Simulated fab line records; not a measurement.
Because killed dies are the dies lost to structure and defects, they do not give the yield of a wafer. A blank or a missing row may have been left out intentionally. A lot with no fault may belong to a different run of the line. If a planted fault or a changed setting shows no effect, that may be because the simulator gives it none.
fab line records	flow n5-finfet
[record] lots = 10	wafers = 30	last-day = 18
route steps=1938 shown WELL_APT@33 PMOS_HMC_CHANNEL_EPI@73 BEOL_M4@1111 PASSIVATION@1936
lots that met no fault: from a run of the same line without faults
start-h: start of the lot's first displayed wafer, in hours after the record's first day	wait-h: hours since the lot's step before	" identical to the entry in the row above	L1.1+2: a single row standing in for several wafers	- no value, or no start was given	* or withheld: withheld	< > ~ a bound
route shown NAME@n: NAME is a module with steps in the file, n the number in the route of the first one	usual: mean/standard deviation taken from wafers without a fault	same: alike in all rows	chamber/n: place in a boat	sites: readings site by site	_std_site: standard deviation across them	_edge_site: outer sites' mean less inner sites'	radius-mm: how far each site lies from the wafer's centre	mask NAME#n: copy n	behind: the last tool/chamber to shape the wafer	hold: why the lot was held/for how many hours/how that ended	device: whichever transistor did not switch (one of n, p or np)	end of line: tests run on the same wafers once the route is complete	where a step has no rows: the recipe by itself	killed: at the first sort, the dies lost to defects and structure; wafer yield is something else	map: the dies of a wafer, with x for killed, . for not killed, _ for no die there
set.NAME: the run value of the setting; set.NAME@STEP: its run value at that earlier step	model.NAME: the simulator's own value behind a step, which no gauge read
the route's steps for a sample of lots (tables are steps, rows are wafers)
services: from which hour (start-h, from the record's first day; less than 0 if before it) a tool's chamber was out of use, for how many hours, and why
[[steps]]
[step N5_WELL_APT_IMPLANT_15]
[recipe] species = As	energy-kev = 25	dose-cm2 = 1.5e+13	tilt-deg = 0	rotation-deg = 0
[usual] dose-ions-cm2 = 1.4998e+13/1.6e+10
lot.wafer	tool	chamber	start-h	wait-h	dose-ions-cm2
L614.1	implanter-02	0	26.82	0.1	1.5008e+13
L614.4	"	0	"	"	1.5004e+13
L614.5	"	0	"	"	1.5017e+13
L615.1	implanter-02	0	32.35	0.1	1.501e+13
L615.4	"	0	"	"	1.4982e+13
L615.6	"	0	"	"	1.4982e+13
L616.1	implanter-01	0	38.66	0.1	1.4992e+13
L616.5	"	0	"	"	1.4998e+13
L616.6	"	0	"	"	1.5019e+13
L618.1	implanter-02	0	51.26	0.1	1.4972e+13
L618.3	"	0	"	"	1.4982e+13
L618.6	"	0	"	"	1.4978e+13
L620.3	implanter-01	0	62.54	0.1	1.5002e+13
L620.4	"	0	"	"	1.4974e+13
L620.6	"	0	"	"	1.5015e+13
L622.2	implanter-02	0	74.38	0.1	1.4975e+13
L622.3	"	0	"	"	1.5002e+13
L622.4	"	0	"	"	1.5008e+13
L622.2	implanter-02	0	74.73	0.3	1.5003e+13
L622.3	"	0	"	"	1.4991e+13
L622.4	"	0	"	"	1.4994e+13
L623.1	implanter-01	0	80.30	0.1	1.5025e+13
L623.2	"	0	"	"	1.5018e+13
L623.5	"	0	"	"	1.5006e+13
L623.1	implanter-01	0	80.64	0.3	1.4987e+13
L623.2	"	0	"	"	1.5019e+13
L623.5	"	0	"	"	1.5003e+13
L624.2	implanter-02	0	86.32	0.1	1.4988e+13
L624.3	"	0	"	"	1.4992e+13
L624.5	"	0	"	"	1.4986e+13
L634.1	implanter-01	0	145.95	0.1	1.5e+13
L634.4	"	0	"	"	1.4997e+13
L634.5	"	0	"	"	1.5e+13
L635.1	implanter-02	0	153.57	0.1	1.4995e+13
L635.5	"	0	"	"	1.4991e+13
L635.6	"	0	"	"	1.5001e+13
[step N5_WELL_APT_OVL_MEAS_26]
[recipe] points-per-wafer = 44
[usual] PWELL_OVL = 0/5.1
lot.wafer	tool	chamber	start-h	wait-h	PWELL_OVL[nm]
L614.1	overlay-01	0	27.74	0.0	0
L614.4	"	0	"	"	2
L614.5	"	0	"	"	4
L615.1	overlay-02	0	33.26	0.0	-4
L615.4	"	0	"	"	-1
L615.6	"	0	"	"	3
L616.1	overlay-01	0	39.45	0.0	3
L616.5	"	0	"	"	4
L616.6	"	0	"	"	3
L618.1	overlay-02	0	52.05	0.0	-3
L618.3	"	0	"	"	-2
L618.6	"	0	"	"	1
L620.3	overlay-01	0	63.26	0.0	-1
L620.4	"	0	"	"	-3
L620.6	"	0	"	"	10
L622.2	overlay-02	0	75.48	0.0	1
L622.3	"	0	"	"	0
L622.4	"	0	"	"	2
L623.1	overlay-02	0	81.60	0.2	0
L623.2	"	0	"	"	2
L623.5	"	0	"	"	0
L624.2	overlay-01	0	87.08	0.0	7
L624.3	"	0	"	"	9
L624.5	"	0	"	"	8
L634.1	overlay-02	0	146.75	0.0	-6
L634.4	"	0	"	"	-8
L634.5	"	0	"	"	-7
L635.1	overlay-02	0	154.37	0.0	-6
L635.5	"	0	"	"	-1
L635.6	"	0	"	"	0
[step N5_WELL_APT_DESCUM_30]
[recipe] chemistry = O2	time-s = 7.9	source-power-w = 50	bias-power-w = 20	pressure-mtorr = 20	rf-frequency-hz = 2.712e+07	temp-c = 40	o2-flow-sccm = 225
[usual] drypump-motor-current-A = 5.7/0.42	oes-product-au = 0.75/0.082	rf-vpp-V = 242.6/1.2	showerhead-plenum-p-Torr = 2.06/0.062	throttle-valve-pct = 20.39/0.29
lot.wafer	tool	chamber	start-h	wait-h	drypump-motor-current-A	oes-product-au	rf-hours-counter-h	rf-vpp-V	showerhead-plenum-p-Torr	throttle-valve-pct
L614.1	rie-diel-05	3	28.03	0.3	5.6	0.71	214	242.1	2.06	20.53
L614.4	"	2	"	"	5.1	0.75	154	243.7	2.18	20.18
L614.5	"	0	"	"	5.7	0.72	-	242.4	2.03	20.77
L615.1	rie-diel-04	0	33.32	0.0	5.6	0.72	184	242.0	2.01	20.33
L615.4	"	3	"	"	5.4	0.70	243	242.0	2.05	20.24
L615.6	"	3	"	"	5.3	0.70	-	242.8	2.05	20.26
L616.1	rie-diel-05	0	39.51	0.0	5.7	0.71	187	242.2	2.03	20.79
L616.5	"	3	"	"	5.6	0.70	-	241.3	2.06	20.56
L616.6	"	2	"	"	5.1	0.74	-	244.8	2.18	20.18
L618.1	rie-diel-05	0	52.54	0.5	5.7	0.71	193	242.6	2.02	20.80
L618.3	"	2	"	"	5.1	0.74	167	244.1	2.18	20.20
L618.6	"	0	"	"	5.7	0.71	-	242.0	2.02	20.79
L620.3	rie-diel-06	1	63.32	0.0	6.0	0.74	192	242.8	2.09	20.82
L620.4	"	3	"	"	6.4	0.95	9	241.1	2.03	20.08
L620.6	"	3	"	"	6.5	0.95	-	242.3	2.03	20.07
L622.2	rie-diel-05	3	75.65	0.1	5.6	0.69	234	242.6	2.06	20.58
L622.3	"	0	"	"	5.7	0.70	202	240.8	2.02	20.82
L622.4	"	1	"	"	6.0	0.93	5	243.1	2.07	20.16
L623.1	rie-diel-06	3	81.67	0.0	6.5	0.94	16	243.2	2.03	20.09
L623.2	"	0	"	"	6.6	0.70	219	243.2	2.07	20.68
L623.5	"	3	"	"	6.4	0.93	-	241.7	2.03	20.09
L624.2	rie-diel-06	3	87.23	0.1	6.5	0.92	18	241.5	2.03	20.11
L624.3	"	2	"	"	5.4	0.71	163	241.9	1.99	20.39
L624.5	"	2	"	"	5.5	0.72	-	243.4	1.99	20.40
L634.1	rie-diel-05	0	146.82	0.0	5.8	0.69	230	240.5	2.01	20.85
L634.4	"	2	"	"	5.1	0.72	-	244.4	2.16	20.25
L634.5	"	1	"	"	6.1	0.89	-	242.9	2.06	20.20
L635.1	rie-diel-04	0	154.43	0.0	5.6	0.69	231	242.4	2.00	20.41
L635.5	"	2	"	"	5.8	0.72	-	243.6	2.19	20.69
L635.6	"	3	"	"	5.4	0.89	-	243.4	2.04	19.86
[step N5_PMOS_HMC_CHANNEL_EPI_ETCH_38]
[recipe] chemistry = CF4	target = SiO2	target-depth-a = 15	ion-energy-ev = 350	pressure-mtorr = 10	icp-w = 800	bias-w = 400	cf4-flow-sccm = 80
[usual] drypump-motor-current-A = 5.7/0.39	oes-product-au = 1.001/0.023	throttle-valve-pct = 21.8/0.37
lot.wafer	tool	chamber	start-h	wait-h	drypump-motor-current-A	oes-product-au	rf-hours-counter-h	throttle-valve-pct
L614.1	rie-si-03	2	30.65	0.0	5.4	0.971	115	21.6
L614.4	"	1	"	"	5.7	1.001	170	22.3
L614.5	"	2	"	"	5.4	0.972	-	21.6
L615.1	rie-si-03	2	35.97	0.0	5.4	0.977	115	21.6
L615.4	"	0	"	"	5.2	0.971	48	21.8
L615.6	"	0	"	"	5.2	0.980	-	21.8
L616.1	rie-si-03	1	42.91	0.0	5.7	1.009	170	22.3
L616.5	"	1	"	"	5.7	1.003	-	22.3
L616.6	"	0	"	"	5.2	0.980	-	21.8
L618.1	rie-si-02	0	55.59	0.0	6.2	1.007	130	21.7
L618.3	"	2	"	"	5.6	1.025	6	21.9
L618.6	"	2	"	"	5.6	1.017	-	21.9
L620.3	rie-si-02	3	67.34	0.0	5.7	1.005	64	22.1
L620.4	"	1	"	"	6.2	1.055	140	22.1
L620.6	"	0	"	"	6.2	1.004	-	21.7
L622.2	rie-si-03	0	78.48	0.0	5.2	0.991	49	21.8
L622.3	"	2	"	"	5.4	0.965	116	21.6
L622.4	"	3	"	"	5.4	1.009	7	21.2
L623.1	rie-si-03	3	84.73	0.0	5.4	1.006	7	21.2
L623.2	"	2	"	"	5.4	0.973	116	21.6
L623.5	"	3	"	"	5.4	1.008	-	21.2
L624.2	rie-si-05	2	90.01	0.0	6.2	1.022	50	21.4
L624.3	"	1	"	"	5.3	0.992	96	22.0
L624.5	"	2	"	"	6.2	1.017	-	21.4
L634.1	rie-si-05	1	149.72	0.0	5.3	0.979	97	22.0
L634.4	"	2	"	"	6.2	1.014	51	21.4
L634.5	"	0	"	"	6.5	0.996	-	21.1
L635.1	rie-si-03	2	157.04	0.0	5.4	0.975	117	21.6
L635.5	"	2	"	"	5.4	0.989	-	21.6
L635.6	"	1	"	"	5.7	1.007	-	22.3
[step N5_BEOL_M4_RC_MEAS_101]
[usual] DIBL_N = 36.0/2.5	DIBL_P = 36.7/3	IOFF_N = 0.16/0.043	IOFF_P = 0.21/0.049	ION_N = 673/15	ION_P = 461/9.8	SS_N = 71.5/0.83	SS_P = 73.4/0.83	VT_N = 250/4	VT_P = -251/4
lot.wafer	tool	chamber	start-h	wait-h	DIBL_N[mV/V]	DIBL_P[mV/V]	IOFF_N[nA/um]	IOFF_P[nA/um]	ION_N[uA/um]	ION_P[uA/um]	SS_N[mV/dec]	SS_P[mV/dec]	VT_N[mV]	VT_P[mV]
L614.1	prober-02	0	180.56	0.0	36.6	37.3	0.18	0.19	697	468	71.9	74.1	248	-254
L614.4	"	0	"	"	38.3	38.7	0.20	0.22	686	459	72.2	74.5	247	-251
L614.5	"	0	"	"	34.3	34.4	0.13	0.16	676	463	70.9	73.0	254	-255
L615.1	prober-02	0	185.75	0.0	40.0	40.1	0.22	0.28	691	467	72.0	73.9	243	-243
L615.4	"	0	"	"	35.5	35.4	0.14	0.20	664	455	71.4	73.4	251	-251
L615.6	"	0	"	"	40.0	41.3	0.24	0.32	700	482	72.0	73.7	242	-243
L616.1	prober-01	0	186.86	0.0	29.9	30.0	0.09	0.13	677	470	69.7	71.6	256	-257
L616.5	"	0	"	"	35.4	36.9	0.16	0.22	671	467	71.6	72.5	245	-249
L616.6	"	0	"	"	32.0	32.9	0.11	0.17	675	475	71.5	71.8	254	-250
L618.1	prober-01	0	199.92	0.0	34.7	36.8	0.13	0.22	668	469	71.1	74.0	250	-248
L618.3	"	0	"	"	39.3	41.9	0.24	0.32	697	476	72.0	74.6	244	-243
L618.6	"	0	"	"	35.2	37.8	0.14	0.23	660	461	70.2	74.2	253	-248
L620.3	prober-01	0	216.36	0.3	38.4	38.0	0.19	0.23	673	462	72.0	74.1	252	-251
L620.4	"	0	"	"	35.0	35.9	0.13	0.19	665	456	71.3	73.1	254	-253
L620.6	"	0	"	"	36.9	38.2	0.16	0.23	664	460	72.0	74.3	252	-250
L624.2	prober-02	0	237.25	0.2	34.1	31.5	0.12	0.19	685	473	70.1	72.6	253	-250
L624.3	"	0	"	"	34.7	31.4	0.11	0.18	651	455	71.0	72.2	256	-248
L624.5	"	0	"	"	35.0	31.5	0.13	0.20	662	466	70.8	72.7	253	-248
L623.1	prober-02	0	242.03	0.0	39.5	40.1	0.23	0.28	685	458	72.8	74.3	245	-248
L623.2	"	0	"	"	35.1	34.2	0.14	0.19	686	472	70.6	73.1	252	-255
L623.5	"	0	"	"	37.1	36.3	0.19	0.20	678	456	71.6	73.3	247	-253
L622.2	prober-01	0	287.58	0.2	39.1	38.3	0.18	0.21	668	456	72.7	74.4	251	-251
L622.3	"	0	"	"	37.1	37.6	0.15	0.20	665	453	71.9	73.5	251	-252
L622.4	"	0	"	"	34.4	34.7	0.12	0.17	651	454	70.4	73.2	254	-256
L634.1	prober-01	0	319.88	0.0	36.6	39.2	0.19	0.24	694	479	70.8	73.8	242	-249
L634.4	"	0	"	"	35.8	38.0	0.16	0.21	684	469	71.7	73.5	248	-251
L634.5	"	0	"	"	35.0	36.9	0.14	0.20	669	461	71.0	73.1	252	-250
L635.1	prober-01	0	325.33	0.0	35.6	36.6	0.14	0.17	672	454	71.1	72.9	252	-256
L635.5	"	0	"	"	37.2	38.3	0.17	0.19	683	463	71.8	73.6	251	-254
L635.6	"	0	"	"	35.3	36.1	0.13	0.16	650	445	70.9	73.2	254	-258
[step N5_PASSIVATION_PROBE_49]
[usual] defect-limited-yield = 91.1/1.5	killed_at_M0_to_M3 = 37/11	killed_at_M4_up = 13/5.6	killed-at-contacts = 12/5.6	killed-at-front-end = 39/11	killed-at-other = 4/3.1	killed-dies = 105/18	killed-open = 69/13	killed-short = 35/7.4	sort_bin_5_function = 5.1/0.92	sort_bin_6_memory = 3.4/0.76	sort-n-pass = 1075/18	sort-yield-pct = 91.1/1.5
[same] gross-dies = 1180	killed-at-back-side = 0	sort_bin_4_leakage[%] = 0	sort_bin_8_speed[%] = 0
lot.wafer	tool	chamber	start-h	wait-h	defect-limited-yield[%]	killed_at_M0_to_M3	killed_at_M4_up	killed-at-contacts	killed-at-front-end	killed-at-other	killed-dies	killed-open	killed-short	sort_bin_5_function[%]	sort_bin_6_memory[%]	sort-n-pass	sort-yield-pct[%]
L614.1	prober-02	-	284.52	0.0	92.2	44	8	13	24	3	92	63	28	4.4	3.4	1088	92.2
L614.4	prober-02	-	284.67	0.2	90.6	44	19	15	32	1	111	74	37	5.4	3.8	1069	90.6
L614.5	prober-02	-	284.72	0.2	90.4	42	8	20	35	8	113	70	43	5.5	3.4	1067	90.4
L616.1	prober-02	-	290.58	0.0	91.1	52	7	20	25	1	105	71	34	5.3	3.6	1075	91.1
L616.5	prober-02	-	290.78	0.2	92.5	33	11	12	27	6	89	55	33	4.3	2.7	1091	92.5
L616.6	prober-02	-	290.83	0.3	88.4	55	21	7	50	4	137	82	46	6.5	4.2	1043	88.4
L615.1	prober-01	-	296.91	0.7	90.4	33	23	8	43	6	113	73	28	5.3	3.4	1067	90.4
L615.4	prober-01	-	297.06	0.8	91.7	45	13	8	28	4	98	62	36	4.8	3.3	1082	91.7
L615.6	prober-01	-	297.16	0.9	91.4	37	11	15	35	3	101	70	29	5.1	3.4	1079	91.4
L618.1	prober-01	-	301.72	0.0	89.0	44	11	10	59	6	130	86	42	6.7	4.1	1050	89.0
L618.3	prober-01	-	301.82	0.1	90.3	38	18	8	44	6	114	70	42	5.8	3.5	1066	90.3
L618.6	prober-01	-	301.97	0.3	90.3	32	13	12	48	9	114	65	47	5.3	4.2	1066	90.3
L620.3	prober-02	-	324.51	0.1	88.1	50	22	26	37	6	141	108	32	7.5	4.2	1039	88.1
L620.4	prober-02	-	324.56	0.2	89.6	39	16	8	59	1	123	80	43	5.5	4.5	1057	89.6
L620.6	prober-02	-	324.66	0.3	92.2	31	7	10	41	3	92	60	31	4.9	2.6	1088	92.2
L624.2	prober-01	-	344.24	0.1	94.1	28	8	3	25	6	70	46	23	3.0	2.7	1110	94.1
L624.3	prober-01	-	344.29	0.1	94.2	25	2	4	28	9	68	37	31	3.4	2.2	1112	94.2
L624.5	prober-01	-	344.39	0.2	91.4	49	7	8	33	4	101	73	28	5.0	3.5	1079	91.4
L623.1	prober-02	-	349.16	0.0	92.0	34	13	20	26	1	94	66	28	5.0	2.7	1086	92.0
L623.2	prober-02	-	349.21	0.1	90.5	40	7	30	33	2	112	71	41	5.3	3.6	1068	90.5
L623.5	prober-02	-	349.36	0.2	90.3	46	11	17	31	10	115	75	40	5.3	4.0	1065	90.3
L622.2	prober-02	-	363.37	0.1	90.3	34	18	15	41	6	114	69	38	5.3	3.1	1066	90.3
L622.3	prober-02	-	363.42	0.1	88.7	52	14	16	39	12	133	100	33	6.8	4.2	1047	88.7
L622.4	prober-02	-	363.47	0.2	90.1	42	18	16	38	3	117	76	41	6.0	3.6	1063	90.1
L634.1	prober-02	-	422.67	0.0	88.8	43	14	11	62	2	132	90	42	5.9	5.2	1048	88.8
L634.4	prober-02	-	422.82	0.2	88.7	47	31	10	45	0	133	91	42	5.8	5.0	1047	88.7
L634.5	prober-02	-	422.87	0.2	89.3	49	15	5	54	3	126	83	41	6.4	3.7	1054	89.3
L635.1	prober-02	-	433.20	0.0	90.0	42	13	9	53	1	118	77	41	6.6	3.0	1062	90.0
L635.5	prober-02	-	433.40	0.2	89.1	52	10	9	56	2	129	86	40	5.6	4.8	1051	89.1
L635.6	prober-02	-	433.45	0.3	88.1	60	20	10	49	1	140	88	51	5.8	5.7	1040	88.1
// killed by level:class
L614.1 MOL_CONTACT_COAG:geometric-particle:open=11 BEOL_M2:geometric-particle:open=10 FIN_SAQP:geometric-particle:open=8 BEOL_M0_SAQP:geometric-particle:open=8 BEOL_M1:geometric-particle:open=8 FIN_SAQP:geometric-particle:short=6 BEOL_M0_SAQP:geometric-particle:short=5 BEOL_M0:geometric-particle:open=3
L614.4 BEOL_M0_SAQP:geometric-particle:short=12 BEOL_M0_SAQP:geometric-particle:open=11 MOL_CONTACT_COAG:geometric-particle:open=10 BEOL_M4:geometric-particle:open=7 BEOL_M3:geometric-particle:open=6 DUMMY_GATE:geometric-particle:open=6 BEOL_M1:geometric-particle:open=6 MOL_CONTACT_COAG:geometric-particle:short=5
L614.5 MOL_CONTACT_COAG:geometric-particle:open=15 BEOL_M0_SAQP:geometric-particle:short=12 FIN_SAQP:geometric-particle:open=11 BEOL_M1:geometric-particle:open=8 FIN_SAQP:geometric-particle:short=6 BEOL_M2:geometric-particle:open=6 MOL_CONTACT_COAG:geometric-particle:short=5 MIM_TOP:geometric-particle:open=4
L616.1 MOL_CONTACT_COAG:geometric-particle:open=17 BEOL_M1:geometric-particle:open=13 BEOL_M3:geometric-particle:short=10 BEOL_M0_SAQP:geometric-particle:open=9 FIN_SAQP:geometric-particle:open=6 FIN_SAQP:geometric-particle:short=5 DUMMY_GATE:geometric-particle:open=5 BEOL_M2:geometric-particle:open=5
L616.5 MOL_CONTACT_COAG:geometric-particle:open=10 BEOL_M2:geometric-particle:open=9 BEOL_M4:geometric-particle:open=6 BEOL_M0_SAQP:geometric-particle:short=6 BEOL_M1:geometric-particle:open=6 STI_FIN_REVEAL:geometric-particle:open=5 BEOL_M3:geometric-particle:short=5 ILD0:geometric-particle:short=4
L616.6 BEOL_M1:geometric-particle:open=17 BEOL_M4:geometric-particle:open=12 BEOL_M0_SAQP:geometric-particle:open=8 HKMG_FIN:area-etch=8 FIN_SAQP:geometric-particle:open=7 STI_FIN_REVEAL:geometric-particle:open=7 BEOL_M0_SAQP:geometric-particle:short=7 BEOL_M4:geometric-particle:short=6
L615.1 STI_FIN_REVEAL:geometric-particle:open=11 DUMMY_GATE:geometric-particle:open=9 BEOL_M2:geometric-particle:open=9 HKMG_FIN:area-etch=8 GATE_CUT:geometric-particle:short=7 MOL_CONTACT_COAG:geometric-particle:open=7 BEOL_M7:geometric-particle:open=7 BEOL_M0_SAQP:geometric-particle:short=6
L615.4 BEOL_M0_SAQP:geometric-particle:short=10 BEOL_M3:geometric-particle:open=9 STI_FIN_REVEAL:geometric-particle:open=7 BEOL_M1:geometric-particle:open=6 BEOL_M2:geometric-particle:open=6 MOL_CONTACT_COAG:geometric-particle:open=5 GATE_CUT:geometric-particle:open=4 BEOL_M0_SAQP:geometric-particle:open=4
L615.6 MOL_CONTACT_COAG:geometric-particle:open=12 GATE_CUT:geometric-particle:open=8 BEOL_M0_SAQP:geometric-particle:short=7 BEOL_M0_SAQP:geometric-particle:open=7 BEOL_M1:geometric-particle:open=7 BEOL_M2:geometric-particle:open=7 STI_FIN_REVEAL:geometric-particle:open=5 FIN_SAQP:geometric-particle:open=4
L618.1 STI_FIN_REVEAL:geometric-particle:open=16 FIN_SAQP:geometric-particle:open=15 FIN_SAQP:geometric-particle:short=12 BEOL_M0_SAQP:geometric-particle:open=12 BEOL_M0_SAQP:geometric-particle:short=10 BEOL_M3:geometric-particle:open=9 MOL_CONTACT_COAG:geometric-particle:open=7 GATE_CUT:geometric-particle:short=5
L618.3 FIN_SAQP:geometric-particle:short=15 BEOL_M2:geometric-particle:open=13 FIN_SAQP:geometric-particle:open=9 STI_FIN_REVEAL:geometric-particle:open=9 BEOL_M0_SAQP:geometric-particle:short=7 MOL_CONTACT_COAG:geometric-particle:open=6 BEOL_M0_SAQP:geometric-particle:open=6 DUMMY_GATE:geometric-particle:open=4
L618.6 FIN_SAQP:geometric-particle:short=19 FIN_SAQP:geometric-particle:open=10 MOL_CONTACT_COAG:geometric-particle:open=10 BEOL_M0_SAQP:geometric-particle:open=9 BEOL_M0_SAQP:geometric-particle:short=6 BEOL_M3:geometric-particle:open=6 MIM_TOP_ETCH:geometric-particle:short=5 GATE_CUT:geometric-particle:short=4
L620.3 MOL_CONTACT_COAG:geometric-particle:open=19 STI_FIN_REVEAL:geometric-particle:open=16 BEOL_M4:geometric-particle:open=13 BEOL_M0_SAQP:geometric-particle:open=13 BEOL_M0_SAQP:geometric-particle:short=13 BEOL_M3:geometric-particle:open=9 BEOL_M1:geometric-particle:open=8 MOL_CONTACT_COAG:geometric-particle:short=7
L620.4 STI_FIN_REVEAL:geometric-particle:open=26 BEOL_M0_SAQP:geometric-particle:open=13 BEOL_M0_SAQP:geometric-particle:short=9 ILD0:geometric-particle:short=7 BEOL_M1:geometric-particle:open=6 MOL_CONTACT_COAG:geometric-particle:open=5 BEOL_M0:geometric-particle:open=5 STARTING-WAFER:geometric-particle:short=5
L620.6 STI_FIN_REVEAL:geometric-particle:open=16 BEOL_M1:geometric-particle:open=14 MOL_CONTACT_COAG:geometric-particle:open=7 BEOL_M0_SAQP:geometric-particle:short=6 GATE_CUT:geometric-particle:short=4 BEOL_M0_SAQP:geometric-particle:open=4 STARTING-WAFER:geometric-particle:open=4 FIN_SAQP:geometric-particle:open=3
L624.2 BEOL_M2:geometric-particle:open=9 BEOL_M0_SAQP:geometric-particle:open=6 BEOL_M2:geometric-particle:short=5 STI_FIN_REVEAL:geometric-particle:open=4 ILD0:geometric-particle:open=4 GATE_CUT:geometric-particle:open=4 FIN_SAQP:geometric-particle:short=3 ILD0:geometric-particle:short=3
L624.3 BEOL_M0_SAQP:geometric-particle:short=10 FIN_SAQP:geometric-particle:short=5 STI_FIN_REVEAL:geometric-particle:open=5 GATE_CUT:geometric-particle:short=5 BEOL_M3:geometric-particle:open=4 DUMMY_GATE:geometric-particle:open=3 MOL_CONTACT_COAG:geometric-particle:open=3 BEOL_M0_SAQP:geometric-particle:open=3
L624.5 BEOL_M0_SAQP:geometric-particle:open=15 BEOL_M0_SAQP:geometric-particle:short=12 DUMMY_GATE:geometric-particle:open=11 BEOL_M0:geometric-particle:open=7 BEOL_M2:geometric-particle:open=7 STI_FIN_REVEAL:geometric-particle:open=6 MOL_CONTACT_COAG:geometric-particle:open=6 GATE_CUT:geometric-particle:open=3
L623.1 MOL_CONTACT_COAG:geometric-particle:open=17 BEOL_M4:geometric-particle:open=10 BEOL_M3:geometric-particle:open=8 BEOL_M0_SAQP:geometric-particle:short=7 BEOL_M0_SAQP:geometric-particle:open=5 BEOL_M1:geometric-particle:short=5 FIN_SAQP:geometric-particle:open=4 GATE_CUT:geometric-particle:short=4
L623.2 MOL_CONTACT_COAG:geometric-particle:open=24 BEOL_M0_SAQP:geometric-particle:short=13 BEOL_M3:geometric-particle:open=10 BEOL_M0_SAQP:geometric-particle:open=8 FIN_SAQP:geometric-particle:open=7 DUMMY_GATE:geometric-particle:open=6 MOL_CONTACT_COAG:geometric-particle:short=6 BEOL_M1:geometric-particle:open=5
L623.5 BEOL_M0_SAQP:geometric-particle:open=17 MOL_CONTACT_COAG:geometric-particle:open=14 BEOL_M3:geometric-particle:open=8 BEOL_M0_SAQP:geometric-particle:short=7 FIN_SAQP:geometric-particle:open=5 GATE_CUT:geometric-particle:short=5 BEOL_M2:geometric-particle:short=5 ILD0:geometric-particle:short=4
L622.2 BEOL_M2:geometric-particle:open=12 MOL_CONTACT_COAG:geometric-particle:open=10 FIN_SAQP:geometric-particle:short=9 STI_FIN_REVEAL:geometric-particle:open=9 BEOL_M3:geometric-particle:open=7 HKMG_FIN:area-etch=7 BEOL_M0_SAQP:geometric-particle:short=6 MOL_CONTACT_COAG:geometric-particle:short=5
L622.3 BEOL_M0_SAQP:geometric-particle:open=18 BEOL_M3:geometric-particle:open=16 MOL_CONTACT_COAG:geometric-particle:open=15 BEOL_M4:geometric-particle:open=9 FIN_SAQP:geometric-particle:open=8 STI_FIN_REVEAL:geometric-particle:open=7 BEOL_M0_SAQP:geometric-particle:short=7 BEOL_M1:geometric-particle:open=6
L622.4 BEOL_M3:geometric-particle:open=13 MOL_CONTACT_COAG:geometric-particle:open=11 BEOL_M0_SAQP:geometric-particle:open=9 BEOL_M4:geometric-particle:open=8 BEOL_M1:geometric-particle:open=6 FIN_SAQP:geometric-particle:short=5 MOL_CONTACT_COAG:geometric-particle:short=5 DUMMY_GATE:geometric-particle:short=4
L634.1 STI_FIN_REVEAL:geometric-particle:open=18 FIN_SAQP:geometric-particle:open=16 FIN_SAQP:geometric-particle:short=10 BEOL_M0_SAQP:geometric-particle:open=10 BEOL_M0_SAQP:geometric-particle:short=9 MOL_CONTACT_COAG:geometric-particle:open=8 BEOL_M2:geometric-particle:open=7 STI_FIN_REVEAL:geometric-particle:short=5
L634.4 BEOL_M4:geometric-particle:open=14 BEOL_M0_SAQP:geometric-particle:open=13 FIN_SAQP:geometric-particle:short=11 FIN_SAQP:geometric-particle:open=11 STI_FIN_REVEAL:geometric-particle:open=9 BEOL_M2:geometric-particle:open=8 BEOL_M5:geometric-particle:open=8 MOL_CONTACT_COAG:geometric-particle:open=7
L634.5 FIN_SAQP:geometric-particle:open=17 FIN_SAQP:geometric-particle:short=13 BEOL_M1:geometric-particle:open=11 BEOL_M2:geometric-particle:open=9 BEOL_M0_SAQP:geometric-particle:open=6 BEOL_M3:geometric-particle:open=6 BEOL_M4:geometric-particle:open=6 BEOL_M0_SAQP:geometric-particle:short=5
L635.1 FIN_SAQP:geometric-particle:open=14 BEOL_M0_SAQP:geometric-particle:short=12 BEOL_M0_SAQP:geometric-particle:open=11 FIN_SAQP:geometric-particle:short=9 BEOL_M3:geometric-particle:open=9 STI_FIN_REVEAL:geometric-particle:open=6 DUMMY_GATE:geometric-particle:open=6 GATE_CUT:geometric-particle:short=6
L635.5 FIN_SAQP:geometric-particle:open=18 STI_FIN_REVEAL:geometric-particle:open=13 BEOL_M0_SAQP:geometric-particle:open=13 BEOL_M0_SAQP:geometric-particle:short=13 BEOL_M3:geometric-particle:open=8 FIN_SAQP:geometric-particle:short=7 MOL_CONTACT_COAG:geometric-particle:open=7 BEOL_M2:geometric-particle:open=6
L635.6 BEOL_M0_SAQP:geometric-particle:open=18 FIN_SAQP:geometric-particle:short=12 BEOL_M0_SAQP:geometric-particle:short=12 BEOL_M3:geometric-particle:open=11 BEOL_M1:geometric-particle:open=10 FIN_SAQP:geometric-particle:open=9 STI_FIN_REVEAL:geometric-particle:open=8 BEOL_M4:geometric-particle:open=7
[[services]]
tool	chamber	start-h	hours	kind
rie-diel-06	3	7.58	5.4	repair
rie-diel-05	-	11.67	0.7	repair
rie-diel-04	3	15.43	4.5	repair
rie-diel-06	3	23.07	-	clean
rie-diel-06	3	23.07	-	consumable-replace:focus-ring
rie-diel-04	-	29.97	0.6	repair
rie-diel-05	1	31.04	-	clean
rie-diel-05	1	31.04	-	consumable-replace:focus-ring
rie-diel-05	1	31.04	33.0	scheduled-down
rie-diel-05	1	31.04	33.0	vent-cycle
implanter-02	-	36.31	14.1	repair
rie-diel-05	3	46.35	2.7	repair
implanter-02	-	59.25	8.4	pm
rie-diel-06	-	59.51	0.8	repair
rie-diel-05	2	59.86	3.2	repair
rie-diel-05	-	63.26	0.9	repair
implanter-02	-	71.95	1.1	repair
rie-diel-05	2	90.55	4.2	repair
rie-si-02	2	95.57	6.3	repair
implanter-01	-	99.19	4.4	repair
rie-diel-06	0	107.86	29.5	repair
rie-diel-05	2	112.56	7.4	repair
rie-diel-04	2	130.36	10.1	repair
rie-diel-05	3	134.08	65.0	repair
[[key]]
[first-sign] step = N5_WELL_APT_IMPLANT_15	reading = visit	direction = added
effect none on later readings
met-at N5_WELL_APT_IMPLANT_15
struck-lots L622,L623
[loop-trim] step = N5_BEOL_M4_EXPOSE_08	setting = dose	lots = L622
[loop-trim] step = N5_BEOL_M4_EXPOSE_25	setting = dose	lots = L622
not-acting-at N5_WELL_APT_OVL_MEAS_26,N5_WELL_APT_DESCUM_30,N5_PMOS_HMC_CHANNEL_EPI_ETCH_38
[fault] kind = repeated-step-whole	tool = implanter-01,implanter-02	chamber = -	onset-h = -	steps = N5_WELL_APT_IMPLANT_15	times = 1	scope = struck-lots-only
// loop-trim: a control loop set the setting to another value than it would have without faults
